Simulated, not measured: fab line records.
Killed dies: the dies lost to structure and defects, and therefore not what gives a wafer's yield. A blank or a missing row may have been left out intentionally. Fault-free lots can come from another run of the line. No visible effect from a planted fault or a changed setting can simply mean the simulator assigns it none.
Chamber matching ; flow n5 finfet ; N5_BEOL_M1_CO_CAP_55 on cvd co-01 has 3 sister chambers
The step material Co, precursor CCTBA/H2, target thk 2 nm, time 102.1 s. 6 wafers are shown with their chamber, then 8 later ones without.

## WAFERS, EACH WITH ITS CHAMBER
wafer;chamber;heater power w (W)
L081.1;0;235
L081.4;0;237
L082.4;1;237
L086.2;1;236
L086.5;2;238
L092.2;2;249

## WAFERS WITHOUT THEIR CHAMBER
wafer;heater power w (W)
L092.3;231
L092.6;226
L093.2;234
L093.3;244
L093.5;246
L094.1;232
L094.4;231
L094.5;235

## THE CHAMBER EACH PASSED THROUGH
wafer;from the rows above;in truth
L092.3;can't be placed: 0 or 1 or 2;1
L092.6;can't be placed: 0 or 1 or 2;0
L093.2;can't be placed: 0 or 1 or 2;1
L093.3;can't be placed: 2 or 1 or 0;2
L093.5;can't be placed: 2 or 1 or 0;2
L094.1;can't be placed: 0 or 1 or 2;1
L094.4;can't be placed: 0 or 1 or 2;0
L094.5;can't be placed: 0 or 1 or 2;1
Correct placement for 0 of the 8. Can't be placed from these rows: 8 (the true chamber is among the candidates in 8). Placed wrongly: 0.
How it was worked out, from the rows above alone: a wafer's distance from a chamber is the root of the sum, over the readings, of the square of ((its reading less the chamber's mean) divided by the reading's scatter). The wafer belongs to the nearest chamber; if the next one is less than 2 further off, it can't be placed. A chamber's mean is the mean of its shown wafers. How the scatter is found: for the shown wafers, subtract from each reading the mean of its chamber, square and add these, divide the total by (wafers less chambers), then take the root.
